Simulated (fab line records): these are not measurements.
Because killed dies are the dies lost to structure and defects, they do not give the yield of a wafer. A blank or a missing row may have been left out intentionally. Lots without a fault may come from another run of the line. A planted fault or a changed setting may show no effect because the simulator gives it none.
fab line records    flow nand_harc
[record] lots = 5  wafers = 15  last_day = 24
route steps=1159 shown A_WL_FILL@839 A_CONTACT@840
lots untouched by any fault: they come from a run of this same line in which no faults occurred
start_h: start of the lot's first displayed wafer, in hours after the record's first day    wait_h: hours elapsed since this lot's preceding step    " unchanged from the row above    L1.1+2: a row that stands for several wafers    - value missing, or start not given    * or withheld: withheld    < > ~ a bound
route shown NAME@n: names a module that has steps shown in the file, with the first one's number in the route    usual: average and standard deviation across the fault-free wafers    same: alike in all rows    chamber/n: place in a boat    sites: each site's reading    _std_site: their standard deviation    _edge_site: mean of outer sites minus mean of inner sites    radius_mm: how far each site lies from the wafer's centre    mask NAME#n: copy n    behind: the tool/chamber that last shaped the wafer    hold: what put the lot on hold/how long, in hours/how the hold closed    device: the n, p or np transistor that did not switch    end of line: the same wafers' tests at the end of the route    where a step has no rows: the recipe by itself    killed: not the wafer's yield, but the dies lost to structure and defects at the first sort    map: per-die view of a wafer (x killed, . not killed, _ where there is no die)
set.NAME: the setting as run; set.NAME@STEP: as run at that earlier step    model.NAME: the simulator's own value behind a step, which no gauge read
lots seen at some steps along the route; tables by step, rows by wafer
services: the hour from which a tool's chamber was out of use, counted from the record's first day as start_h (under 0 if before that day), plus the number of hours and why
[[steps]]
[step NHARC_A_WL_FILL_INSPECT_15]
[usual] raw_defect_count = 401/120
lot.wafer  tool               chamber  start_h  wait_h  raw_defect_count
L077.2     defect_inspect-01  -        392.51   0.0     473
L077.4     "                  -        "        "       347
L077.6     "                  -        "        "       368
L081.1     defect_inspect-02  -        403.08   0.0     382
L081.2     "                  -        "        "       328
L081.5     "                  -        "        "       583
L090.1     defect_inspect-01  -        467.80   0.0     413
L090.3     "                  -        "        "       490
L090.6     "                  -        "        "       366
L091.1     defect_inspect-01  -        477.05   0.1     800
L091.3     "                  -        "        "       459
L091.5     "                  -        "        "       632
L092.1     defect_inspect-01  -        482.38   0.0     415
L092.4     "                  -        "        "       325
L092.5     "                  -        "        "       639
[step NHARC_A_CONTACT_DEP_24]
[recipe] target_thk_a = 5000  temp_c = 400  pressure_torr = 6.5  rf_w = 900  teos_flow_sccm = 161.4  flow_sccm = 2650  target_thk_nm = 500  gas = O2  material = SiO2
[usual] heater_power_w = 597/150  mfc_precursor_sccm = 161.4/0.54  susceptor_temp_C = 399.98/0.24  throttle_valve_pct = 15.9/0.55
lot.wafer  tool      chamber  start_h  wait_h  heater_power_w  mfc_precursor_sccm  susceptor_temp_C  throttle_valve_pct
L077.2     pecvd-03  1        392.70   0.2     442             161.0               400.21            15.9
L077.6     "         2        "        "       496             161.2               399.49            15.2
L077.4     "         0        "        "       520             160.5               400.06            15.5
L081.1     pecvd-03  0        403.41   0.3     534             161.5               400.10            15.8
L081.2     "         1        "        "       482             162.1               399.88            15.6
L081.5     "         2        "        "       589             161.8               400.23            15.2
L090.1     pecvd-01  0        467.87   0.1     387             161.5               400.26            16.4
L090.3     "         1        "        "       872             162.3               400.20            16.2
L090.6     "         2        "        "       620             161.4               399.95            15.3
L091.1     pecvd-01  1        477.18   0.1     927             161.4               399.72            16.4
L091.3     "         2        "        "       506             162.2               399.58            15.3
L091.5     "         1        "        "       947             161.2               399.36            16.1
L092.1     pecvd-01  0        482.45   0.1     469             161.3               399.86            16.5
L092.5     "         0        "        "       482             162.0               400.19            16.4
L092.4     "         1        "        "       1036            161.7               399.83            16.6
[step NHARC_A_CONTACT_DEP_28]
[recipe] target_thk_a = 36000  temp_c = 400  material = aC
[usual] susceptor_temp_C = 400.00/0.22  throttle_valve_pct = 35.000/0.0091
lot.wafer  tool        chamber  start_h  wait_h  susceptor_temp_C  throttle_valve_pct
L077.2     acl_dep-02  0        393.98   0.9     399.85            34.993
L077.4     "           0        "        "       399.94            34.994
L077.6     "           0        "        "       399.80            34.999
L081.1     acl_dep-01  0        404.46   0.5     400.04            35.001
L081.2     "           0        "        "       399.68            34.998
L081.5     "           0        405.93   2.0     399.67            35.008
L090.1     acl_dep-01  0        468.47   0.1     399.81            34.986
L090.3     "           0        "        "       399.87            35.001
L090.6     "           0        470.33   1.9     399.91            35.006
L091.1     acl_dep-02  0        479.59   1.9     399.85            34.995
L091.3     "           0        "        "       399.86            35.003
L091.5     "           0        "        "       400.09            34.992
L092.1     acl_dep-03  0        487.75   4.7     400.06            35.015
L092.4     "           0        488.86   5.9     400.43            34.989
L092.5     "           0        "        "       400.61            34.997
[step NHARC_A_CONTACT_DEP_29]
[recipe] target_thk_a = 700  target_thk_nm = 70  temp_c = 400  pressure_torr = 3.5  flow_sccm = 200  rf_w = 350  material = SiON
[usual] heater_power_w = 792/150  susceptor_temp_C = 400.00/0.22
lot.wafer  tool      chamber  start_h  wait_h  heater_power_w  susceptor_temp_C
L077.2     pecvd-01  2        395.97   1.6     740             399.75
L077.6     "         1        "        "       1149            399.81
L077.4     "         2        "        "       740             399.88
L081.1     pecvd-01  0        406.68   1.9     687             399.95
L081.2     "         2        "        "       768             400.06
L081.5     "         0        "        "       694             399.93
L090.1     pecvd-03  0        470.72   1.9     690             399.71
L090.3     "         2        "        "       816             400.06
L090.6     "         1        "        "       715             399.85
L091.1     pecvd-01  1        481.81   1.9     1141            399.83
L091.3     "         0        "        "       655             399.80
L091.5     "         1        "        "       1133            399.73
L092.1     pecvd-03  1        490.04   1.9     726             400.18
L092.4     "         2        "        "       705             399.69
L092.5     "         0        "        "       691             399.81
[step NHARC_A_CONTACT_DEHYDRATE_32]
[recipe] temp_c = 150  time_s = 120
lot.wafer   tool            chamber  start_h  wait_h
L077.2+4+6  litho_track-06  0        396.18   0.2
L081.1+2+5  litho_track-01  0        406.98   0.3
L090.1+3+6  litho_track-01  0        470.99   0.2
L091.1+3+5  litho_track-06  0        482.08   0.2
L092.1+4+5  litho_track-04  0        490.26   0.2
[step NHARC_A_CONTACT_HMDS_33]
[recipe] time_s = 30
lot.wafer   tool            chamber  start_h  wait_h
L077.2+4+6  litho_track-06  0        -        -
L081.1+2+5  litho_track-01  0        -        -
L090.1+3+6  litho_track-01  0        -        -
L091.1+3+5  litho_track-06  0        -        -
L092.1+4+5  litho_track-04  0        -        -
[step NHARC_A_CONTACT_COAT_34]
[recipe] temp_c = 260  time_s = 75
lot.wafer   tool            chamber  start_h  wait_h
L077.2+4+6  litho_track-06  0        -        -
L081.1+2+5  litho_track-01  0        -        -
L090.1+3+6  litho_track-01  0        -        -
L091.1+3+5  litho_track-06  0        -        -
L092.1+4+5  litho_track-04  0        -        -
[step NHARC_A_CONTACT_COAT_35]
[recipe] temp_c = 225  time_s = 65
lot.wafer   tool            chamber  start_h  wait_h
L077.2+4+6  litho_track-06  0        -        -
L081.1+2+5  litho_track-01  0        -        -
L090.1+3+6  litho_track-01  0        -        -
L091.1+3+5  litho_track-06  0        -        -
L092.1+4+5  litho_track-04  0        -        -
[step NHARC_A_CONTACT_COAT_36]
[recipe] spin_rpm = 1500  resist_thk_nm = 90
lot.wafer   tool            chamber  start_h  wait_h
L077.2+4+6  litho_track-06  0        -        -
L081.1+2+5  litho_track-01  0        -        -
L090.1+3+6  litho_track-01  0        -        -
L091.1+3+5  litho_track-06  0        -        -
L092.1+4+5  litho_track-04  0        -        -
[step NHARC_A_CONTACT_SOFTBAKE_37]
[recipe] temp_c = 105  time_s = 55
lot.wafer   tool            chamber  start_h  wait_h
L077.2+4+6  litho_track-06  0        -        -
L081.1+2+5  litho_track-01  0        -        -
L090.1+3+6  litho_track-01  0        -        -
L091.1+3+5  litho_track-06  0        -        -
L092.1+4+5  litho_track-04  0        -        -
[step NHARC_A_CONTACT_EBR_38]
lot.wafer   tool            chamber  start_h  wait_h
L077.2+4+6  litho_track-06  0        -        -
L081.1+2+5  litho_track-01  0        -        -
L090.1+3+6  litho_track-01  0        -        -
L091.1+3+5  litho_track-06  0        -        -
L092.1+4+5  litho_track-04  0        -        -
[step NHARC_A_CONTACT_EXPOSE_39]
[recipe] na = 1.35  sigma_outer = 0.8  dose_mj = 58.79  mask_id = A_CC_3
[usual] reticle_temp_C = 23.04/0.11  stage_vel_mm_s = 500.01/0.27
lot.wafer  tool             chamber  start_h  wait_h  mask      reticle_temp_C  stage_vel_mm_s
L077.2     arfi_scanner-01  0        396.37   -       A_CC_3#0  23.03           499.49
L077.4     "                0        "        "       A_CC_3#0  23.01           499.79
L077.6     "                0        "        "       A_CC_3#0  23.06           499.56
L081.1     arfi_scanner-03  0        407.17   -       A_CC_3#0  23.10           499.37
L081.2     "                0        "        "       A_CC_3#0  22.95           499.99
L081.5     "                0        "        "       A_CC_3#0  22.95           499.81
L090.1     arfi_scanner-02  0        471.30   -       A_CC_3#0  23.00           500.11
L090.3     "                0        "        "       A_CC_3#0  23.06           499.67
L090.6     "                0        "        "       A_CC_3#0  23.07           499.71
L091.1     arfi_scanner-03  0        482.39   -       A_CC_3#0  23.09           500.07
L091.3     "                0        "        "       A_CC_3#0  22.99           500.02
L091.5     "                0        "        "       A_CC_3#0  23.07           499.88
L092.1     arfi_scanner-02  0        490.57   -       A_CC_3#0  22.94           500.12
L092.4     "                0        "        "       A_CC_3#0  22.97           499.78
L092.5     "                0        "        "       A_CC_3#0  23.20           499.88
[step NHARC_A_CONTACT_PEB_40]
[recipe] peb_temp_c = 100  peb_time_s = 65
lot.wafer   tool            chamber  start_h  wait_h
L077.2+4+6  litho_track-04  0        396.43   0.1
L081.1+2+5  litho_track-06  0        407.23   0.1
L090.1+3+6  litho_track-04  0        471.36   0.1
L091.1+3+5  litho_track-04  0        482.45   0.1
L092.1+4+5  litho_track-06  0        490.63   0.1
[step NHARC_A_CONTACT_DEVELOP_41]
[recipe] develop_time_s = 35  dev_temp_c = 23
lot.wafer   tool            chamber  start_h  wait_h
L077.2+4+6  litho_track-04  0        -        -
L081.1+2+5  litho_track-06  0        -        -
L090.1+3+6  litho_track-04  0        -        -
L091.1+3+5  litho_track-04  0        -        -
L092.1+4+5  litho_track-06  0        -        -
[[services]]
tool             chamber  start_h  hours  kind
arfi_scanner-03  -        407.80   26.0   repair
acl_dep-03       -        408.05   13.0   pm
pecvd-01         -        418.14   13.0   pm
pecvd-01         0        418.14   13.0   vent_cycle
pecvd-01         1        418.14   13.0   vent_cycle
pecvd-01         2        418.14   13.0   vent_cycle
arfi_scanner-02  -        421.07   3.3    repair
arfi_scanner-02  -        428.02   4.0    pm
pecvd-01         0        431.14   -      clean
pecvd-01         1        431.14   -      clean
pecvd-01         2        431.14   -      clean
pecvd-01         1        440.65   8.3    repair
litho_track-01   -        443.00   7.0    pm
arfi_scanner-01  -        461.86   0.5    repair
litho_track-06   -        467.00   7.0    pm
pecvd-03         -        473.00   13.0   pm
pecvd-03         0        473.00   13.0   vent_cycle
pecvd-03         1        473.00   13.0   vent_cycle
pecvd-03         2        473.00   13.0   vent_cycle
acl_dep-01       -        475.40   13.0   pm
arfi_scanner-03  -        484.00   4.0    pm
pecvd-03         0        486.00   -      clean
pecvd-03         1        486.00   -      clean
pecvd-03         2        486.00   -      clean
[[key]]
fault none
